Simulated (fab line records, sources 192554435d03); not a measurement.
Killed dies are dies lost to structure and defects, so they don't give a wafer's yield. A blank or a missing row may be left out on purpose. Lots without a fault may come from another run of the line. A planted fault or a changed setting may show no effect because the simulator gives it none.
fab line records | flow n5_finfet
record lots=4 wafers=12 last_day=19
route steps=1938 shown PMOS_HMC_CHANNEL_EPI@73 FIN_SAQP@90 FIN_CUT@165 BEOL_M4@1111 PASSIVATION@1936
lots that met no fault: from a run of the same line without faults
start_h: hours from the record's first day to the start of the lot's first wafer shown | wait_h: hours since the lot's step before | " the same as in the row above | L1.1+2: a row that stands for several wafers | - no value, or no start given | * or withheld: withheld | < > ~ a bound
route shown NAME@n: a module of which the file shows steps, and the number in the route of the first | usual: mean/standard deviation of fault-free wafers | same: alike in all rows | chamber/n: place in a boat | sites: the reading at each site | _std_site: their standard deviation | _edge_site: outer sites' mean less inner sites' | radius_mm: how far each site lies from the wafer's centre | mask NAME#n: copy n | behind: the tool/chamber that last shaped the wafer | hold: why the lot was held/for how many hours/how that ended | device: the transistor (n, p or np) that didn't switch | end of line: the same wafers' tests at the end of the route | a step without rows: its recipe alone | killed: dies lost to structure and defects at the first sort, not the wafer's yield | map: a wafer's dies, x killed, . not, _ none there
set.NAME: the setting as run; set.NAME@STEP: as run at that earlier step | model.NAME: the simulator's own value behind a step, which no gauge read
lots at some steps of the route; a table a step, a row a wafer
## steps
# step N5_PMOS_HMC_CHANNEL_EPI_ETCH_38
# recipe chemistry=CF4 target=SiO2 target_depth_a=15 ion_energy_ev=350 pressure_mtorr=10 icp_w=800 bias_w=400 cf4_flow_sccm=80
# step N5_PMOS_HMC_CHANNEL_EPI_FIN_RECESS_16
# recipe chemistry=HBr/Cl2 target=Si mask_material=SiO2 target_depth_a=540 time_s=18 pressure_mtorr=10 icp_w=800 bias_w=75 HBr_flow_sccm=150 Cl2_flow_sccm=80
# step N5_PMOS_HMC_CHANNEL_EPI_PRECLEAN_36
# recipe chemistry=O3/DIW time_s=45 temp_c=22 o3_ppm=10
# step N5_PMOS_HMC_CHANNEL_EPI_PRECLEAN_18
# recipe chemistry=DHF time_s=30 temp_c=25 dilution=withheld
# step N5_PMOS_HMC_CHANNEL_EPI_SRD_19
# recipe dry=ipa_marangoni do_ppb=5 time_s=30 temp_c=23 rinse_liquid=diw
# step N5_PMOS_HMC_CHANNEL_EPI_EPI_20
# recipe material=SiGe30 mask_material=SiO2 pressure_torr=20 target_thk_a=590 temp_c=600
# step N5_PMOS_HMC_CHANNEL_EPI_HM_STRIP_35
# recipe chemistry=dHF temp_c=25 material=SiO2 target=SiO2 target_depth_a=396 time_s=216
# step N5_PMOS_HMC_CHANNEL_EPI_SRD_39
# recipe dry=ipa_marangoni time_s=30 temp_c=23 rinse_liquid=diw
# step N5_PMOS_HMC_CHANNEL_EPI_CMP_21
# recipe material=SiGe30 post_cmp_clean=alkaline_brush target_thk_nm=54
# step N5_PMOS_HMC_CHANNEL_EPI_PRECLEAN_40
# recipe chemistry=DHF time_s=30 temp_c=25 dilution=withheld
# step N5_PMOS_HMC_CHANNEL_EPI_PRECLEAN_37
# recipe chemistry=O3/DIW time_s=45 temp_c=22 o3_ppm=10
# step N5_PMOS_HMC_CHANNEL_EPI_PRECLEAN_24
# recipe chemistry=DHF time_s=30 temp_c=25 dilution=withheld
# usual temp_c=25.00/0.1
# columns lot.wafer tool chamber start_h wait_h temp_c
L229.1 wet_bench-03 3 73.96 0.0 24.88
L229.5 " 5 " " 25.02
L229.6 " 4 " " 25.30
L230.2 wet_bench-03 0 79.94 0.0 24.95
L230.3 " 3 " " 25.11
L230.6 " 4 " " 24.95
L237.3 wet_bench-04 4 123.16 0.0 25.21
L237.5 " 6 " " 25.03
L237.6 " 3 " " 24.92
L242.1 wet_bench-04 6 152.53 0.0 25.08
L242.4 " 3 " " 25.11
L242.5 " 5 " " 24.95
# step N5_PMOS_HMC_CHANNEL_EPI_SRD_25
# recipe dry=ipa_marangoni do_ppb=5 time_s=30 temp_c=23 rinse_liquid=diw
# step N5_PMOS_HMC_CHANNEL_EPI_EPI_26
# recipe material=Si target_thk_a=38 temp_c=650 precursor=SiH4/H2 pressure_torr=20 time_s=22.7
# step N5_PMOS_HMC_CHANNEL_EPI_INSPECT_30
# recipe inspect_instrument=darkfield mode=post_epi
# usual raw_defect_count=19/7.1
# columns lot.wafer tool chamber start_h wait_h raw_defect_count
L229.1 defect_inspect-01 - 74.62 0.0 879
L229.5 " - " " 912
L229.6 " - " " 926
L230.2 defect_inspect-02 - 80.37 0.0 895
L230.3 " - " " 850
L230.6 " - " " 832
L237.3 defect_inspect-01 - 123.59 0.0 26
L237.5 " - " " 26
L237.6 " - " " 12
L242.1 defect_inspect-01 - 152.96 0.0 17
L242.4 " - " " 9
L242.5 " - " " 20
# step N5_FIN_SAQP_PRECLEAN_42
# recipe chemistry=O3/DIW time_s=60 temp_c=22 o3_ppm=10
# step N5_FIN_SAQP_PRECLEAN_00
# recipe chemistry=SC1 time_s=60 temp_c=55 mix=1:2:50
# step N5_FIN_SAQP_PRECLEAN_44
# recipe chemistry=SC2 time_s=45 temp_c=35 mix=1:1:50
# step N5_FIN_SAQP_SRD_01
# recipe dry=ipa_marangoni time_s=30 temp_c=23 rinse_liquid=diw
# step N5_FIN_SAQP_ALD_61
# recipe material=SiO2 target_thk_a=40 temp_c=300 ald_precursor_family=BDEAS ald_co_reactant=O2-plasma pulse_time_s=1 purge_time_s=2 co_reactant_purge_time_s=2 ald_cycles=43 pressure_torr=2
# step N5_FIN_SAQP_DENSIFY_62
# recipe temp_c=700 time_s=60 ambient=N2 idle_temp_c=600 ramp_up_c_per_s=150 ramp_down_c_per_s=60 cool_to_c=600
# step N5_FIN_SAQP_HM_DEP_03
# recipe material=SiNx target_thk_a=380 temp_c=400 precursor=SiH4/NH3/N2 pressure_torr=1.5 rf_w=300 time_s=33.6
# step N5_FIN_SAQP_PECVD_47
# recipe material=a-Si target_thk_a=450 temp_c=400 precursor=SiH4/He pressure_torr=3 rf_w=100 time_s=36.3
# step N5_FIN_SAQP_PECVD_48
# recipe material=SiNx target_thk_a=250 temp_c=400 precursor=SiH4/NH3/N2 pressure_torr=1.5 rf_w=300 time_s=22.1
# step N5_FIN_SAQP_PECVD_06
# recipe material=a-Si target_thk_a=600 temp_c=400 precursor=SiH4/He pressure_torr=3 rf_w=100 time_s=48.1
# step N5_FIN_SAQP_HM_DEP_72
# recipe material=SiO2 target_thk_a=120 temp_c=400 precursor=SiH4/N2O pressure_torr=0.75 rf_w=275 time_s=7.2
# step N5_FIN_SAQP_COAT_49
# recipe resist=SOC temp_c=250 time_s=60 spin_rpm=1500 resist_thk_nm=100
# step N5_FIN_SAQP_COAT_50
# recipe resist=SiARC temp_c=220 time_s=60 spin_rpm=1500 resist_thk_nm=35
# step N5_FIN_SAQP_COAT_10
# recipe resist=CAR-ArF spin_rpm=1500 resist_thk_nm=90
# step N5_FIN_SAQP_EBR_12
# recipe solvent=PGMEA ebr_width_mm=1.5
# step N5_FIN_SAQP_SOFTBAKE_11
# recipe temp_c=110 time_s=60 resist=CAR-ArF
# step N5_FIN_SAQP_EXPOSE_13
# recipe mask_id=FIN_CORE na=1.35 source_shape=dipole sigma_inner=0.538 sigma_outer=0.738 polarization=te target_cd_nm=35.6 dose_mj=63.25
# step N5_FIN_SAQP_PEB_14
# recipe peb_temp_c=withheld peb_time_s=60 resist=CAR-ArF
# step N5_FIN_SAQP_DEVELOP_15
# recipe develop_time_s=30 developer=TMAH resist=CAR-ArF dev_temp_c=23 rinse_liquid=diw dry=air_spin
# step N5_FIN_SAQP_INSPECT_18
# recipe mode=adi inspect_instrument=brightfield
# usual raw_defect_count=471/120
# columns lot.wafer tool chamber start_h wait_h raw_defect_count
L229.1 defect_inspect-01 - 75.91 0.0 1535
L229.5 " - " " 1359
L229.6 " - " " 1381
L230.2 defect_inspect-02 - 81.84 0.0 1459
L230.3 " - " " 1307
L230.6 " - " " 1309
L237.3 defect_inspect-01 - 125.19 0.0 364
L237.5 " - " " 600
L237.6 " - " " 468
L242.1 defect_inspect-02 - 154.48 0.0 379
L242.4 " - " " 400
L242.5 " - " " 383
# step N5_FIN_SAQP_DESCUM_21
# recipe chemistry=O2 time_s=7.9 source_power_w=50 bias_power_w=20 pressure_mtorr=20 rf_frequency_hz=2.712e+07 temp_c=40 resist=CAR-ArF o2_flow_sccm=225
# step N5_FIN_SAQP_INSPECT_40
# recipe inspect_instrument=brightfield mode=aei
# usual raw_defect_count=247/67
# columns lot.wafer tool chamber start_h wait_h raw_defect_count
L229.1 defect_inspect-01 - 80.35 0.0 1090
L229.5 " - " " 1154
L229.6 " - " " 1111
L230.2 defect_inspect-01 - 86.01 0.0 1186
L230.3 " - " " 1033
L230.6 " - " " 961
L237.3 defect_inspect-01 - 129.86 0.0 114
L237.5 " - " " 176
L237.6 " - " " 178
L242.1 defect_inspect-01 - 159.78 0.0 216
L242.4 " - " " 189
L242.5 " - " " 178
# step N5_FIN_CUT_INSPECT_10
# recipe mode=adi inspect_instrument=brightfield
# usual raw_defect_count=45/12
# columns lot.wafer tool chamber start_h wait_h raw_defect_count
L229.1 defect_inspect-01 - 80.87 0.1 885
L229.5 " - " " 920
L229.6 " - " " 939
L230.2 defect_inspect-01 - 86.53 0.0 942
L230.3 " - " " 883
L230.6 " - " " 857
L237.3 defect_inspect-01 - 130.26 0.0 34
L237.5 " - " " 31
L237.6 " - " " 43
L242.1 defect_inspect-01 - 160.17 0.1 43
L242.4 " - " " 42
L242.5 " - " " 44
# step N5_BEOL_M4_RC_MEAS_101
# usual DIBL_N=36.6/1.9 DIBL_P=36.7/2.2 IOFF_N=0.16/0.035 IOFF_P=0.22/0.038 ION_N=672/14 ION_P=462/8.3 SS_N=71.6/0.65 SS_P=73.5/0.72 VT_N=250/3.5 VT_P=-250/3.1
# columns lot.wafer tool chamber start_h wait_h DIBL_N[mV/V] DIBL_P[mV/V] IOFF_N[nA/um] IOFF_P[nA/um] ION_N[uA/um] ION_P[uA/um] SS_N[mV/dec] SS_P[mV/dec] VT_N[mV] VT_P[mV]
L229.1 prober-02 0 249.12 0.0 35.6 36.2 0.14 0.20 654 455 71.2 72.7 252 -253
L229.5 " 0 " " 36.5 36.0 0.14 0.19 669 463 71.6 72.9 252 -251
L229.6 " 0 " " 35.6 35.9 0.13 0.19 660 450 71.8 73.9 254 -251
L230.2 prober-02 0 257.43 0.2 35.7 35.1 0.15 0.19 672 456 71.8 73.1 254 -252
L230.3 " 0 " " 38.4 37.6 0.20 0.24 660 452 72.4 74.7 250 -252
L230.6 " 0 " " 35.8 34.9 0.16 0.19 674 458 72.3 73.1 254 -254
L237.3 prober-02 0 293.45 0.3 35.8 37.5 0.17 0.23 675 468 71.0 73.6 252 -250
L237.5 " 0 " " 37.8 39.9 0.21 0.29 677 461 72.5 75.2 246 -245
L237.6 " 0 " " 37.3 38.7 0.21 0.25 683 468 72.3 74.0 245 -246
L242.1 prober-02 0 319.66 0.0 36.6 36.0 0.16 0.23 682 472 71.7 72.4 248 -246
L242.4 " 0 " " 36.7 35.6 0.17 0.23 688 464 71.3 73.1 247 -248
L242.5 " 0 " " 37.7 38.1 0.19 0.28 692 478 71.9 73.1 246 -244
# step N5_PASSIVATION_PROBE_49
# usual defect_limited_yield=91.6/1.4 killed_at_M0_to_M3=35/10 killed_at_M4_up=13/4.8 killed_at_contacts=12/7.2 killed_at_front_end=36/12 killed_at_other=4/3.1 killed_dies=100/17 killed_open=66/13 killed_short=32/7.3 sort_bin_5_function=5.0/0.94 sort_bin_6_memory=3.1/0.67 sort_n_pass=1080/17 sort_yield_pct=91.6/1.4
# same gross_dies=1180 killed_at_back_side=0 sort_bin_4_leakage[%]=0 sort_bin_8_speed[%]=0
# columns lot.wafer tool chamber start_h wait_h defect_limited_yield[%] killed_at_M0_to_M3 killed_at_M4_up killed_at_contacts killed_at_front_end killed_at_other killed_dies killed_open killed_short sort_bin_5_function[%] sort_bin_6_memory[%] sort_n_pass sort_yield_pct[%]
L229.1 prober-02 - 375.70 0.0 82.7 22 16 8 156 2 204 40 27 9.9 4.4 976 82.7
L229.5 prober-02 - 375.90 0.2 83.3 26 8 7 156 0 197 37 22 10.8 3.0 983 83.3
L229.6 prober-02 - 375.95 0.3 85.3 32 5 4 132 1 174 48 20 9.2 2.4 1006 85.3
L230.2 prober-01 - 389.65 0.1 84.5 25 15 8 132 3 183 51 50 8.9 4.0 997 84.5
L230.3 prober-01 - 389.70 0.1 80.3 39 10 10 170 3 232 65 29 13.1 4.0 948 80.3
L230.6 prober-01 - 389.85 0.3 85.6 21 14 13 122 0 170 50 28 7.8 3.6 1010 85.6
# killed by level:class
L229.1 PMOS_HMC_CHANNEL_EPI:unspecified=135 BEOL_M2:geometric_particle:open=9 BEOL_M4:geometric_particle:open=6 MOL_CONTACT_COAG:geometric_particle:open=6 BEOL_M4:geometric_particle:short=5 BEOL_M3:geometric_particle:open=4 STARTING-WAFER:geometric_particle:short=4 FIN_SAQP:geometric_particle:short=3
L229.5 PMOS_HMC_CHANNEL_EPI:unspecified=138 BEOL_M1:geometric_particle:open=6 MOL_CONTACT_COAG:geometric_particle:open=5 BEOL_M0_SAQP:geometric_particle:open=5 BEOL_M0_SAQP:geometric_particle:short=5 STARTING-WAFER:geometric_particle:short=4 FIN_SAQP:geometric_particle:open=3 DUMMY_GATE:geometric_particle:open=3
L229.6 PMOS_HMC_CHANNEL_EPI:unspecified=100 STI_FIN_REVEAL:geometric_particle:open=9 BEOL_M2:geometric_particle:open=9 BEOL_M3:geometric_particle:open=9 BEOL_M0_SAQP:geometric_particle:short=6 HKMG_FIN:area_etch=6 FIN_SAQP:geometric_particle:open=3 STI_FIN_REVEAL:geometric_particle:short=3
L230.2 PMOS_HMC_CHANNEL_EPI:unspecified=80 FIN_SAQP:geometric_particle:short=27 FIN_SAQP:geometric_particle:open=11 BEOL_M0_SAQP:geometric_particle:short=9 MOL_CONTACT_COAG:geometric_particle:open=7 BEOL_M4:geometric_particle:open=7 STI_FIN_REVEAL:geometric_particle:open=5 BEOL_M1:geometric_particle:open=5
L230.3 PMOS_HMC_CHANNEL_EPI:unspecified=138 MOL_CONTACT_COAG:geometric_particle:open=10 BEOL_M0_SAQP:geometric_particle:short=10 BEOL_M0_SAQP:geometric_particle:open=7 DUMMY_GATE:geometric_particle:open=6 BEOL_M2:geometric_particle:open=6 DUMMY_GATE:geometric_particle:short=5 BEOL_M3:geometric_particle:open=5
L230.6 PMOS_HMC_CHANNEL_EPI:unspecified=92 MOL_CONTACT_COAG:geometric_particle:open=8 BEOL_M4:geometric_particle:open=7 BEOL_M0_SAQP:geometric_particle:open=6 STARTING-WAFER:geometric_particle:open=6 FIN_SAQP:geometric_particle:short=5 STI_FIN_REVEAL:geometric_particle:open=5 MOL_CONTACT_COAG:geometric_particle:short=5
# map L229.1 (x killed, . not)
_________________............________________
______________.....x............_____________
___________.......................x__________
__________.......x.....x............_________
________.......x......................_______
_______..........x.....................______
______.....................x........x..._____
_____...x................................____
____....x.................xx............x.___
___.x.................x....................__
___..x.....x..x...................x..x....x__
__....x..x....x...x.x..........x............_
__.....xx...x....................xx........._
_....xxxxxxxx.x..............x..x....xx......
_.xxxxxxxxxxxx..x.....................x....x.
_....xxxxxxxxxxxx.....x......................
_..xxxxxxxxxxxxxxx.................x.......x.
_x.x.xxxxxxxxxxxxx...........................
_..xxxxxxxxxxxxx.......x.....................
_..xxxxxxxxxxxxxxx.x..........x..............
_..xxxxxxxxxxxxxx............................
__..x.xxxxxxxxxxx....xx....................._
__....xxxx.xx.xxxx.............x............_
___..x..xxxxx..x...................x....x..__
___.x...........................x...x......__
____.....xx...............................___
_____....................................____
______............................x....._____
_______........x..x...........x...xx...______
________........x....................._______
__________....x......x....x........x_________
___________.....x...............x.x__________
______________.....x............_____________
_________________............________________
# map L230.3 (x killed, . not)
_________________...x..x..x..________________
______________.................._____________
___________x..........x........x...__________
__________.x.........x.............._________
________......................x......._______
_______....x...........................______
______..x......x........................_____
_____.x.......x..........................____
____...............x......x...x..x........___
___.......x................................__
___....xx........x...x.x............x......__
__....x..x...x..................x..x..x.x..._
__..x..xxx..x.....x...xx.....x........x....._
_x....xxxxxxxxx...x.........x....x...........
_xx..xxx.xxxxx.xx..x................x........
_...xxxxxxxxxxxxx.......x..x.......x..x....x.
_xx.xxxxxxxxxxxxxx....x...............x......
_xx.xxxxxxxxxxxxx.x...........x...........x..
_..xxxxxxxxxxxxxx........x..................x
_..xxxxxxxxxxxxxx.........x..............x...
_.x.xxxxxxxxxxxx....x.....x......x...x.......
__x.xxxxxxxxxxxxx..x.....x............x....._
__.xxx..xxxxxxx.x.......................x..._
___....xx.xx..................x.......x....__
___.......xx.x....x...x........x.......x...__
____...x..........x......................x___
_____x.....x........................x...x____
______..........x.............x....x...._____
_______................................______
________..x....x.x...................._______
__________.................x........_________
___________........................__________
______________......xx.........._____________
_________________..xx........________________
## key
first_sign step=N5_PMOS_HMC_CHANNEL_EPI_INSPECT_30 reading=raw_defect_count direction=up sigmas=99+ usual=19 struck=882
effect step=N5_FIN_SAQP_INSPECT_18 reading=raw_defect_count direction=up sigmas=7.9 usual=471 struck=1392
effect step=N5_FIN_SAQP_INSPECT_40 reading=raw_defect_count direction=up sigmas=12 usual=247 struck=1089
effect step=N5_FIN_CUT_INSPECT_10 reading=raw_defect_count direction=up sigmas=74 usual=45 struck=904
effect step=N5_PASSIVATION_PROBE_49 reading=killed_at_front_end direction=up sigmas=9 usual=36 struck=145
more_kills_born_at N5_PMOS_HMC_CHANNEL_EPI_PRECLEAN_24@wet_bench-03=683
met_at N5_PMOS_HMC_CHANNEL_EPI_PRECLEAN_24
struck_wafers L229.1,L229.5,L229.6,L230.2,L230.3,L230.6
fault kind=chamber_particle_source tool=wet_bench-03 chamber=- onset_h=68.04 steps=N5_PMOS_HMC_CHANNEL_EPI_PRECLEAN_24 rate_per_visit_cm2=1.319 end_h=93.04
